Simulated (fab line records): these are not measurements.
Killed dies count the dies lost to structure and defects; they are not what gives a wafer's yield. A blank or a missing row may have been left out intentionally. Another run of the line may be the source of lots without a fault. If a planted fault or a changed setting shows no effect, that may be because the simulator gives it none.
fab line records ; flow n5_finfet ; part 1 of 2: steps 1 to 18 of 25
[record] lots = 5; wafers = 15; last_day = 16
route steps=1938 shown BEOL_M1@767
lots untouched by any fault: they come from a run of this same line in which no faults occurred
start_h: the number of hours between the record's first day and the start of the first shown wafer of the lot ; wait_h: hours from the lot's prior step to this one ; " identical to the entry in the row above ; L1.1+2: one row covering several wafers at once ; - no value present, or no start provided ; * or withheld: withheld ; < > ~ a bound
route shown NAME@n: a module of which the file shows steps, and the number in the route of the first ; usual: mean/standard deviation of fault-free wafers ; same: alike in all rows ; chamber/n: place in a boat ; sites: readings site by site ; _std_site: how widely they spread, as a standard deviation ; _edge_site: mean of outer sites minus mean of inner sites ; radius_mm: how far each site lies from the wafer's centre ; mask NAME#n: copy n ; behind: the last tool/chamber to shape the wafer ; hold: reason for holding the lot/hours on hold/outcome of the hold ; device: which transistor (n, p or np) failed to switch ; end of line: the tests these same wafers got at the end of their route ; step lacking rows: just its recipe ; killed: not the wafer's yield, but the dies lost to structure and defects at the first sort ; map: a wafer's dies, x killed, . not, _ none there
set.NAME: setting as actually run; set.NAME@STEP: the setting as run at that earlier step ; model.NAME: the simulator's own value behind a step, which no gauge read
a table for each step, a row for each wafer; lots at some steps of the route
services: the hour from which a tool's chamber was out of use, counted from the record's first day as start_h (under 0 if before that day), plus the number of hours and why
[[steps]]
[step N5_BEOL_M1_DESCUM_16]
[recipe] chemistry = O2; time_s = 7; source_power_w = 50; bias_power_w = 20; pressure_mtorr = 20; rf_frequency_hz = 2.712e+07; temp_c = 40; resist = CAR-EUV; o2_flow_sccm = 225
[usual] drypump_motor_current_A = 5.6/0.53; oes_product_au = 0.80/0.08; rf_vpp_V = 243.6/1.3; showerhead_plenum_p_Torr = 2.12/0.064; temp_c = 39.98/0.11; throttle_valve_pct = 20.35/0.22
lot.wafer;tool;chamber;start_h;wait_h;drypump_motor_current_A;oes_product_au;rf_hours_counter_h;rf_vpp_V;showerhead_plenum_p_Torr;temp_c;throttle_valve_pct
L074.1;rie_diel-01;1;126.18;0.0;5.7;0.79;119;244.8;2.11;39.74;20.34
L074.5;rie_diel-01;1;126.18;0.0;5.7;0.79;-;242.3;2.11;39.87;20.32
L074.6;rie_diel-01;2;126.18;0.0;4.9;0.85;-;243.6;2.04;40.13;20.09
L085.1;rie_diel-03;0;189.63;0.1;5.7;0.94;21;241.9;2.06;39.98;19.93
L085.2;rie_diel-03;3;189.63;0.1;5.7;0.90;27;244.7;2.14;39.98;20.32
L085.4;rie_diel-03;1;189.63;0.1;6.6;0.72;203;244.9;2.16;39.97;20.45
L089.2;rie_diel-01;2;211.12;0.0;4.8;0.82;88;241.5;2.03;39.88;20.17
L089.3;rie_diel-01;1;211.12;0.0;5.7;0.76;144;243.3;2.10;40.04;20.37
L089.5;rie_diel-01;3;211.12;0.0;5.5;0.87;-;244.0;2.13;40.11;20.35
L091.4;rie_diel-02;3;221.99;0.0;4.9;0.68;-;244.8;2.14;39.91;20.57
L091.5;rie_diel-02;2;221.99;0.0;5.1;0.79;-;242.1;2.02;40.06;20.46
L091.6;rie_diel-02;0;221.99;0.0;6.1;0.76;-;245.5;2.17;39.90;20.03
L093.2;rie_diel-01;0;235.76;0.0;5.8;0.83;64;243.9;2.22;39.93;20.59
L093.3;rie_diel-01;2;235.76;0.0;4.9;0.81;97;239.9;2.03;39.87;20.19
L093.4;rie_diel-01;3;235.76;0.0;5.5;0.87;51;243.9;2.13;39.87;20.38
[step N5_BEOL_M1_ETCH_74]
[recipe] chemistry = N2/H2; target = underlayer; target_depth_a = 65; mask_material = CAR-EUV; time_s = 5.2; ion_energy_ev = 200; pressure_mtorr = 30; source_w = 840; bias_w = 150; n2_flow_sccm = 200; h2_flow_sccm = 200; ends = cleared
[usual] drypump_motor_current_A = 5.6/0.53; etch_rf_on_time_s = 5.17/0.086; oes_product_au = 0.69/0.068; rf_vpp_V = 524.9/2.5; showerhead_plenum_p_Torr = 2.58/0.08; throttle_valve_pct = 17.75/0.2
lot.wafer;tool;chamber;start_h;wait_h;drypump_motor_current_A;etch_rf_on_time_s;oes_product_au;rf_hours_counter_h;rf_vpp_V;showerhead_plenum_p_Torr;throttle_valve_pct
L074.1;rie_diel-01;1;126.21;0.0;5.7;5.13;0.68;119;528.0;2.56;17.78
L074.5;rie_diel-01;1;126.21;0.0;5.7;5.13;0.69;-;525.1;2.56;17.75
L074.6;rie_diel-01;2;126.21;0.0;4.9;5.00;0.74;-;521.9;2.47;17.44
L085.1;rie_diel-03;0;189.66;0.0;5.7;5.23;0.80;21;520.9;2.49;17.32
L085.2;rie_diel-03;3;189.66;0.0;5.7;5.00;0.79;27;522.7;2.59;17.71
L085.4;rie_diel-03;1;189.66;0.0;6.6;5.24;0.62;203;523.5;2.62;17.91
L089.2;rie_diel-01;2;211.16;0.0;4.9;5.10;0.72;88;521.2;2.46;17.51
L089.3;rie_diel-01;1;211.16;0.0;5.7;5.15;0.66;144;523.2;2.55;17.80
L089.5;rie_diel-01;3;211.16;0.0;5.5;5.22;0.73;-;524.8;2.58;17.69
L091.4;rie_diel-02;3;222.01;0.0;4.9;5.26;0.57;-;524.6;2.60;17.94
L091.5;rie_diel-02;2;222.01;0.0;5.1;5.14;0.68;-;521.1;2.46;17.85
L091.6;rie_diel-02;0;222.01;0.0;6.1;5.17;0.64;-;524.9;2.66;17.64
L093.2;rie_diel-01;0;235.80;0.0;5.8;5.11;0.71;64;525.6;2.68;17.83
L093.3;rie_diel-01;2;235.80;0.0;4.9;5.07;0.70;97;520.4;2.46;17.51
L093.4;rie_diel-01;3;235.80;0.0;5.5;5.19;0.73;51;523.3;2.58;17.73
[step N5_BEOL_M1_ETCH_63]
[recipe] chemistry = CF4; target = SiARC; target_depth_a = 156; mask_material = CAR-EUV; time_s = 26; ion_energy_ev = 80; pressure_mtorr = 40; source_w = 545; bias_w = 36; Ar_flow_sccm = 100; cf4_flow_sccm = 100; ends = cleared
[usual] drypump_motor_current_A = 5.6/0.53; etch_rf_on_time_s = 25.8/0.41; oes_product_au = 0.69/0.068; rf_vpp_V = 184.4/1.2; showerhead_plenum_p_Torr = 2.17/0.063; throttle_valve_pct = 15.54/0.24
lot.wafer;tool;chamber;start_h;wait_h;drypump_motor_current_A;etch_rf_on_time_s;oes_product_au;rf_hours_counter_h;rf_vpp_V;showerhead_plenum_p_Torr;throttle_valve_pct
L074.1;rie_diel-01;1;126.23;0.0;5.7;25.3;0.69;119;183.7;2.16;15.53
L074.5;rie_diel-01;1;126.23;0.0;5.7;25.5;0.68;-;184.7;2.16;15.52
L074.6;rie_diel-01;2;126.23;0.0;4.9;25.1;0.74;-;183.5;2.08;15.30
L085.1;rie_diel-03;0;189.68;0.0;5.6;26.7;0.79;21;184.4;2.10;15.05
L085.2;rie_diel-03;3;189.68;0.0;5.7;25.2;0.78;27;183.9;2.18;15.42
L085.4;rie_diel-03;1;189.68;0.0;6.6;26.4;0.62;203;185.4;2.20;15.71
L089.2;rie_diel-01;2;211.17;0.0;4.9;24.9;0.71;88;182.8;2.08;15.34
L089.3;rie_diel-01;1;211.17;0.0;5.7;25.6;0.66;144;183.9;2.15;15.56
L089.5;rie_diel-01;3;211.17;0.0;5.5;25.6;0.76;-;185.0;2.19;15.52
L091.4;rie_diel-02;3;222.04;0.0;4.9;26.6;0.58;-;183.9;2.19;15.87
L091.5;rie_diel-02;2;222.04;0.0;5.1;25.8;0.69;-;184.4;2.08;15.63
L091.6;rie_diel-02;0;222.04;0.0;6.1;26.0;0.64;-;185.2;2.22;15.28
L093.2;rie_diel-01;0;235.82;0.0;5.8;25.9;0.71;64;185.5;2.26;15.68
L093.3;rie_diel-01;2;235.82;0.0;4.9;25.6;0.69;97;184.4;2.07;15.36
L093.4;rie_diel-01;3;235.82;0.0;5.5;26.3;0.73;51;185.3;2.18;15.52
[step N5_BEOL_M1_ETCH_64]
[recipe] chemistry = N2/H2; target = SOC; target_depth_a = 750; overetch_a = 150; mask_material = SiARC; temp_c = 40; time_s = 112.5; ion_energy_ev = 200; pressure_mtorr = 30; source_w = 840; bias_w = 150; n2_flow_sccm = 200; h2_flow_sccm = 200
[usual] drypump_motor_current_A = 5.6/0.53; oes_product_au = 0.63/0.06; rf_vpp_V = 524.7/2.3; showerhead_plenum_p_Torr = 2.58/0.08; temp_c = 40.01/0.1; throttle_valve_pct = 17.72/0.2
lot.wafer;tool;chamber;start_h;wait_h;drypump_motor_current_A;oes_product_au;rf_hours_counter_h;rf_vpp_V;showerhead_plenum_p_Torr;temp_c;throttle_valve_pct
L074.1;rie_diel-01;1;126.26;0.0;5.7;0.62;119;524.1;2.56;39.76;17.72
L074.5;rie_diel-01;1;126.26;0.0;5.7;0.63;-;523.2;2.56;40.05;17.71
L074.6;rie_diel-01;2;126.26;0.0;4.8;0.67;-;522.2;2.47;40.25;17.41
L085.1;rie_diel-03;0;189.71;0.0;5.6;0.74;21;522.4;2.49;40.08;17.25
L085.2;rie_diel-03;3;189.71;0.0;5.8;0.71;27;525.4;2.59;39.75;17.67
L085.4;rie_diel-03;1;189.71;0.0;6.6;0.58;203;527.4;2.62;40.20;17.87
L089.2;rie_diel-01;2;211.20;0.0;4.9;0.65;88;521.3;2.46;39.86;17.45
L089.3;rie_diel-01;1;211.20;0.0;5.7;0.61;144;525.4;2.55;40.12;17.77
L089.5;rie_diel-01;3;211.20;0.0;5.5;0.69;-;523.3;2.58;40.14;17.65
L091.4;rie_diel-02;3;222.10;0.1;4.9;0.54;-;525.7;2.60;40.00;17.93
L091.5;rie_diel-02;2;222.10;0.1;5.0;0.63;-;520.3;2.46;39.88;17.81
L091.6;rie_diel-02;0;222.10;0.1;6.1;0.60;-;527.0;2.66;39.91;17.61
L093.2;rie_diel-01;0;235.84;0.0;5.8;0.66;64;528.2;2.68;39.98;17.82
L093.3;rie_diel-01;2;235.84;0.0;4.9;0.64;97;522.4;2.46;40.15;17.47
L093.4;rie_diel-01;3;235.84;0.0;5.5;0.68;51;524.1;2.58;39.98;17.66
[step N5_BEOL_M1_STRIP_65]
[recipe] chemistry = N2/H2; temp_c = 40; n2_flow_sccm = 200; h2_flow_sccm = 200; rf_frequency_hz = 6e+07
lot.wafer;tool;chamber;start_h;wait_h
L074.1+5+6;rie_diel-01;1,1,2;126.37;0.1
L085.1+2+4;rie_diel-03;0,3,1;189.81;0.1
L089.2+3+5;rie_diel-01;2,1,3;211.31;0.1
L091.4+5+6;rie_diel-02;3,2,0;222.16;0.0
L093.2+3+4;rie_diel-01;0,2,3;235.95;0.1
[step N5_BEOL_M1_STRIP_75]
[recipe] chemistry = N2/H2; temp_c = 40; n2_flow_sccm = 200; h2_flow_sccm = 200; rf_frequency_hz = 6e+07
lot.wafer;tool;chamber;start_h;wait_h
L074.1+5+6;rie_diel-01;1,1,2;126.38;0.0
L085.1+2+4;rie_diel-03;0,3,1;189.82;0.0
L089.2+3+5;rie_diel-01;2,1,3;211.32;0.0
L091.4+5+6;rie_diel-02;3,2,0;222.17;0.0
L093.2+3+4;rie_diel-01;0,2,3;235.96;0.0
[step N5_BEOL_M1_STRIP_66]
[recipe] chemistry = CF4; resist = SiARC; power_w = 300; bias_power_w = 75; pressure_mtorr = 50; cf4_flow_sccm = 150; rf_frequency_hz = 6e+07
[usual] drypump_motor_current_A = 5.6/0.53; oes_product_au = 0.79/0.075; rf_vpp_V = 271.6/1.5; showerhead_plenum_p_Torr = 1.82/0.052; throttle_valve_pct = 13.52/0.25
lot.wafer;tool;chamber;start_h;wait_h;drypump_motor_current_A;oes_product_au;rf_hours_counter_h;rf_vpp_V;showerhead_plenum_p_Torr;throttle_valve_pct
L074.1;rie_diel-01;1;126.39;0.0;5.6;0.79;119;270.6;1.81;13.48
L074.5;rie_diel-01;1;126.39;0.0;5.7;0.78;-;270.6;1.81;13.49
L074.6;rie_diel-01;2;126.39;0.0;4.8;0.84;-;270.6;1.75;13.27
L085.1;rie_diel-03;0;189.83;0.0;5.6;0.92;21;270.4;1.75;13.00
L085.2;rie_diel-03;3;189.83;0.0;5.7;0.89;27;272.6;1.82;13.37
L085.4;rie_diel-03;1;189.83;0.0;6.6;0.72;203;272.3;1.85;13.71
L089.2;rie_diel-01;2;211.33;0.0;4.8;0.81;88;268.8;1.74;13.34
L089.3;rie_diel-01;1;211.33;0.0;5.7;0.76;144;272.3;1.80;13.55
L089.5;rie_diel-01;3;211.33;0.0;5.5;0.86;-;272.4;1.83;13.46
L091.4;rie_diel-02;3;222.19;0.0;4.9;0.68;-;270.8;1.84;13.89
L091.5;rie_diel-02;2;222.19;0.0;5.1;0.79;-;271.8;1.74;13.58
L091.6;rie_diel-02;0;222.19;0.0;6.1;0.75;-;271.6;1.86;13.29
L093.2;rie_diel-01;0;235.97;0.0;5.8;0.81;64;274.0;1.89;13.62
L093.3;rie_diel-01;2;235.97;0.0;4.9;0.80;97;270.7;1.74;13.35
L093.4;rie_diel-01;3;235.97;0.0;5.5;0.85;51;271.2;1.83;13.47
[step N5_BEOL_M1_HM_OPEN_17]
[recipe] chemistry = Cl2/BCl3; target_depth_a = 200; overetch_a = 60; target = TiN; mask_material = SOC; ion_energy_ev = 150; pressure_mtorr = 10; icp_w = 1000; bias_w = 126; Cl2_flow_sccm = 53.25; bcl3_flow_sccm = 21.75; Ar_flow_sccm = 25
[usual] drypump_motor_current_A = 6.0/0.34; mfc_cl2_sccm = 53.25/0.16; oes_product_au = 0.64/0.077; throttle_valve_pct = 22.39/0.18
lot.wafer;tool;chamber;start_h;wait_h;drypump_motor_current_A;mfc_cl2_sccm;oes_product_au;rf_hours_counter_h;throttle_valve_pct
L074.1;rie_metal-02;0;126.43;0.0;6.0;53.37;0.57;83;22.27
L074.5;rie_metal-02;0;126.43;0.0;6.0;53.37;0.58;-;22.29
L074.6;rie_metal-02;1;126.43;0.0;6.3;53.06;0.57;-;22.68
L085.1;rie_metal-03;0;189.88;0.0;6.1;53.40;0.67;48;22.49
L085.2;rie_metal-03;1;189.88;0.0;6.0;53.21;0.78;4;22.27
L085.4;rie_metal-03;0;189.88;0.0;6.2;53.16;0.66;-;22.49
L089.2;rie_metal-03;1;211.37;0.0;6.0;53.04;0.76;6;22.29
L089.3;rie_metal-03;1;211.37;0.0;6.0;53.13;0.77;-;22.30
L089.5;rie_metal-03;1;211.37;0.0;6.0;53.26;0.77;-;22.28
L091.4;rie_metal-02;0;222.25;0.1;6.0;53.39;0.56;-;22.32
L091.5;rie_metal-02;0;222.25;0.1;6.0;53.18;0.56;-;22.32
L091.6;rie_metal-02;1;222.25;0.1;6.3;53.04;0.57;-;22.71
L093.2;rie_metal-03;0;236.01;0.0;6.1;53.41;0.66;51;22.49
L093.3;rie_metal-03;1;236.01;0.0;6.0;53.00;0.76;-;22.30
L093.4;rie_metal-03;0;236.01;0.0;6.1;53.52;0.67;-;22.49
[step N5_BEOL_M1_STRIP_19]
[recipe] chemistry = O2; power_w = 400; temp_c = 40; pressure_mtorr = 30; rf_frequency_hz = 6e+07; bias_power_w = 0; overash_fraction = 0.2; o2_flow_sccm = 225
[usual] drypump_motor_current_A = 5.7/0.53; oes_product_au = 0.82/0.075; rf_vpp_V = 3.7/0.48; showerhead_plenum_p_Torr = 2.13/0.065; temp_c = 40.01/0.11; throttle_valve_pct = 16.57/0.22
lot.wafer;tool;chamber;start_h;wait_h;drypump_motor_current_A;oes_product_au;rf_hours_counter_h;rf_vpp_V;showerhead_plenum_p_Torr;temp_c;throttle_valve_pct
L074.1;rie_diel-01;0;126.54;0.1;5.8;0.87;32;4.0;2.23;39.93;16.70
L074.5;rie_diel-01;0;126.54;0.1;5.8;0.87;-;4.2;2.23;39.90;16.71
L074.6;rie_diel-01;1;126.54;0.1;5.7;0.79;-;3.2;2.11;40.04;16.58
L085.1;rie_diel-03;1;189.99;0.1;6.6;0.73;203;3.3;2.16;40.06;16.74
L085.2;rie_diel-03;0;189.99;0.1;5.6;0.93;21;3.5;2.06;40.25;16.14
L085.4;rie_diel-03;2;189.99;0.1;6.4;0.87;40;3.2;2.22;40.00;16.43
L089.2;rie_diel-02;3;211.55;0.1;4.9;0.68;244;3.7;2.15;40.11;16.89
L089.3;rie_diel-02;2;211.55;0.1;5.1;0.81;92;3.2;2.03;39.86;16.68
L089.5;rie_diel-02;3;211.55;0.1;4.9;0.69;-;3.7;2.15;40.14;16.89
L091.4;rie_diel-02;2;222.40;0.1;5.0;0.80;-;3.1;2.03;40.17;16.69
L091.5;rie_diel-02;3;222.40;0.1;4.9;0.68;-;4.6;2.14;39.97;16.90
L091.6;rie_diel-02;0;222.40;0.1;6.1;0.75;-;3.7;2.18;39.90;16.35
L093.2;rie_diel-03;0;236.12;0.1;5.7;0.90;37;3.8;2.06;40.12;16.18
L093.3;rie_diel-03;3;236.12;0.1;5.7;0.88;43;3.9;2.14;39.99;16.56
L093.4;rie_diel-03;2;236.12;0.1;6.4;0.85;53;3.0;2.21;40.24;16.45
[step N5_BEOL_M1_CD_MEAS_18]
[recipe] pitch_nm = 36; target_cd_nm = 18
[usual] cd_nm = 18.08/0.29
lot.wafer;tool;chamber;start_h;wait_h;cd_nm
L074.1;cd_sem-03;-;126.61;0.0;17.87
L074.5;cd_sem-03;-;126.61;0.0;18.62
L074.6;cd_sem-03;-;126.61;0.0;18.52
L085.1;cd_sem-02;-;190.06;0.0;18.06
L085.2;cd_sem-02;-;190.06;0.0;18.49
L085.4;cd_sem-02;-;190.06;0.0;17.82
L089.2;cd_sem-01;-;211.62;0.1;18.46
L089.3;cd_sem-01;-;211.62;0.1;18.65
L089.5;cd_sem-01;-;211.62;0.1;17.89
L091.4;cd_sem-01;-;222.46;0.0;17.73
L091.5;cd_sem-01;-;222.46;0.0;18.39
L091.6;cd_sem-01;-;222.46;0.0;18.28
L093.2;cd_sem-02;-;236.19;0.1;18.53
L093.3;cd_sem-02;-;236.19;0.1;18.49
L093.4;cd_sem-02;-;236.19;0.1;18.43
[step N5_BEOL_M1_COAT_67]
[recipe] resist = SOC; temp_c = 250; time_s = 60; spin_rpm = 1500; resist_thk_nm = 60
[usual] resist_line_temp_C = 23.00/0.1
lot.wafer;tool;chamber;start_h;wait_h;resist_line_temp_C
L074.1;litho_track-01;0;126.64;0.0;22.97
L074.5;litho_track-01;0;126.64;0.0;22.97
L074.6;litho_track-01;0;126.64;0.0;23.20
L085.1;litho_track-02;0;190.10;0.0;22.85
L085.2;litho_track-02;0;190.10;0.0;23.01
L085.4;litho_track-02;0;190.10;0.0;22.96
L089.2;litho_track-01;0;211.65;0.0;23.05
L089.3;litho_track-01;0;211.65;0.0;22.94
L089.5;litho_track-01;0;211.65;0.0;23.10
L091.4;litho_track-02;0;222.49;0.0;23.00
L091.5;litho_track-02;0;222.49;0.0;22.96
L091.6;litho_track-02;0;222.49;0.0;23.12
L093.2;litho_track-05;0;236.23;0.0;23.22
L093.3;litho_track-05;0;236.23;0.0;23.25
L093.4;litho_track-05;0;236.23;0.0;22.96
[step N5_BEOL_M1_COAT_68]
[recipe] resist = SiARC; temp_c = 220; time_s = 60; spin_rpm = 1500; resist_thk_nm = 12
[usual] resist_line_temp_C = 23.02/0.1
lot.wafer;tool;chamber;start_h;wait_h;resist_line_temp_C
L074.1;litho_track-01;0;-;-;22.91
L074.5;litho_track-01;0;-;-;22.92
L074.6;litho_track-01;0;-;-;23.02
L085.1;litho_track-02;0;-;-;23.12
L085.2;litho_track-02;0;-;-;22.96
L085.4;litho_track-02;0;-;-;23.03
L089.2;litho_track-01;0;-;-;23.00
L089.3;litho_track-01;0;-;-;23.12
L089.5;litho_track-01;0;-;-;23.11
L091.4;litho_track-02;0;-;-;23.03
L091.5;litho_track-02;0;-;-;22.82
L091.6;litho_track-02;0;-;-;22.92
L093.2;litho_track-05;0;-;-;22.82
L093.3;litho_track-05;0;-;-;23.04
L093.4;litho_track-05;0;-;-;22.87
[step N5_BEOL_M1_COAT_76]
[recipe] resist = underlayer; temp_c = 205; time_s = 60; spin_rpm = 1500; resist_thk_nm = 5
[usual] resist_line_temp_C = 23.02/0.11
lot.wafer;tool;chamber;start_h;wait_h;resist_line_temp_C
L074.1;litho_track-01;0;-;-;22.95
L074.5;litho_track-01;0;-;-;23.01
L074.6;litho_track-01;0;-;-;23.00
L085.1;litho_track-02;0;-;-;23.04
L085.2;litho_track-02;0;-;-;23.06
L085.4;litho_track-02;0;-;-;22.82
L089.2;litho_track-01;0;-;-;22.98
L089.3;litho_track-01;0;-;-;23.17
L089.5;litho_track-01;0;-;-;23.22
L091.4;litho_track-02;0;-;-;23.01
L091.5;litho_track-02;0;-;-;22.82
L091.6;litho_track-02;0;-;-;22.95
L093.2;litho_track-05;0;-;-;23.10
L093.3;litho_track-05;0;-;-;23.04
L093.4;litho_track-05;0;-;-;23.07
[step N5_BEOL_M1_COAT_22]
[recipe] resist = CAR-EUV; spin_rpm = 1500; resist_thk_nm = 30
[usual] resist_line_temp_C = 23.00/0.11
lot.wafer;tool;chamber;start_h;wait_h;resist_line_temp_C
L074.1;litho_track-01;0;-;-;23.06
L074.5;litho_track-01;0;-;-;22.93
L074.6;litho_track-01;0;-;-;23.04
L085.1;litho_track-02;0;-;-;23.11
L085.2;litho_track-02;0;-;-;23.00
L085.4;litho_track-02;0;-;-;22.95
L089.2;litho_track-01;0;-;-;22.96
L089.3;litho_track-01;0;-;-;22.94
L089.5;litho_track-01;0;-;-;23.15
L091.4;litho_track-02;0;-;-;22.97
L091.5;litho_track-02;0;-;-;23.11
L091.6;litho_track-02;0;-;-;23.05
L093.2;litho_track-05;0;-;-;23.12
L093.3;litho_track-05;0;-;-;23.00
L093.4;litho_track-05;0;-;-;22.99
[step N5_BEOL_M1_EBR_24]
[recipe] solvent = PGMEA; ebr_width_mm = 1.5
[usual] resist_line_temp_C = 22.99/0.1
lot.wafer;tool;chamber;start_h;wait_h;resist_line_temp_C
L074.1;litho_track-01;0;-;-;22.91
L074.5;litho_track-01;0;-;-;22.92
L074.6;litho_track-01;0;-;-;22.78
L085.1;litho_track-02;0;-;-;23.13
L085.2;litho_track-02;0;-;-;23.07
L085.4;litho_track-02;0;-;-;23.04
L089.2;litho_track-01;0;-;-;22.97
L089.3;litho_track-01;0;-;-;22.94
L089.5;litho_track-01;0;-;-;23.04
L091.4;litho_track-02;0;-;-;22.92
L091.5;litho_track-02;0;-;-;22.98
L091.6;litho_track-02;0;-;-;23.04
L093.2;litho_track-05;0;-;-;22.84
L093.3;litho_track-05;0;-;-;23.11
L093.4;litho_track-05;0;-;-;22.81
[step N5_BEOL_M1_SOFTBAKE_23]
[recipe] temp_c = 110; time_s = 60; resist = CAR-EUV
[usual] resist_line_temp_C = 23.00/0.12
lot.wafer;tool;chamber;start_h;wait_h;resist_line_temp_C
L074.1;litho_track-01;0;-;-;22.96
L074.5;litho_track-01;0;-;-;22.89
L074.6;litho_track-01;0;-;-;22.88
L085.1;litho_track-02;0;-;-;23.20
L085.2;litho_track-02;0;-;-;23.12
L085.4;litho_track-02;0;-;-;23.29
L089.2;litho_track-01;0;-;-;22.97
L089.3;litho_track-01;0;-;-;22.88
L089.5;litho_track-01;0;-;-;22.94
L091.4;litho_track-02;0;-;-;22.94
L091.5;litho_track-02;0;-;-;23.02
L091.6;litho_track-02;0;-;-;23.00
L093.2;litho_track-05;0;-;-;22.85
L093.3;litho_track-05;0;-;-;23.09
L093.4;litho_track-05;0;-;-;23.10
[step N5_BEOL_M1_EXPOSE_25]
[recipe] mask_id = V0; na = 0.33; source_shape = quasar; sigma_inner = 0.2; sigma_outer = 0.8; polarization = unpolarized; defocus_nm = 5; target_cd_nm = 24; dose_mj = 63
[same] dipole_opening_deg = 30
lot.wafer;tool;chamber;start_h;wait_h;mask
L074.1+5+6;euv_scanner-02;0;126.91;-;V0#0
L085.1+2+4;euv_scanner-02;0;190.23;-;V0#0
L089.2+3+5;euv_scanner-01;0;211.93;-;V0#0
L091.4+5+6;euv_scanner-02;0;222.78;-;V0#0
L093.2+3+4;euv_scanner-01;0;236.38;-;V0#0
[step N5_BEOL_M1_PEB_26]
[recipe] peb_temp_c = 100; peb_time_s = 60; resist = CAR-EUV
[usual] resist_line_temp_C = 23.00/0.11
lot.wafer;tool;chamber;start_h;wait_h;resist_line_temp_C
L074.1;litho_track-01;0;126.98;0.1;22.83
L074.5;litho_track-01;0;126.98;0.1;22.88
L074.6;litho_track-01;0;126.98;0.1;23.00
L085.1;litho_track-05;0;190.31;0.1;23.15
L085.2;litho_track-05;0;190.31;0.1;23.09
L085.4;litho_track-05;0;190.31;0.1;22.90
L089.2;litho_track-01;0;212.00;0.1;23.03
L089.3;litho_track-01;0;212.00;0.1;22.83
L089.5;litho_track-01;0;212.00;0.1;23.02
L091.4;litho_track-02;0;222.84;0.0;23.06
L091.5;litho_track-02;0;222.84;0.0;22.91
L091.6;litho_track-02;0;222.84;0.0;22.96
L093.2;litho_track-01;0;236.45;0.1;22.78
L093.3;litho_track-01;0;236.45;0.1;22.98
L093.4;litho_track-01;0;236.45;0.1;22.89
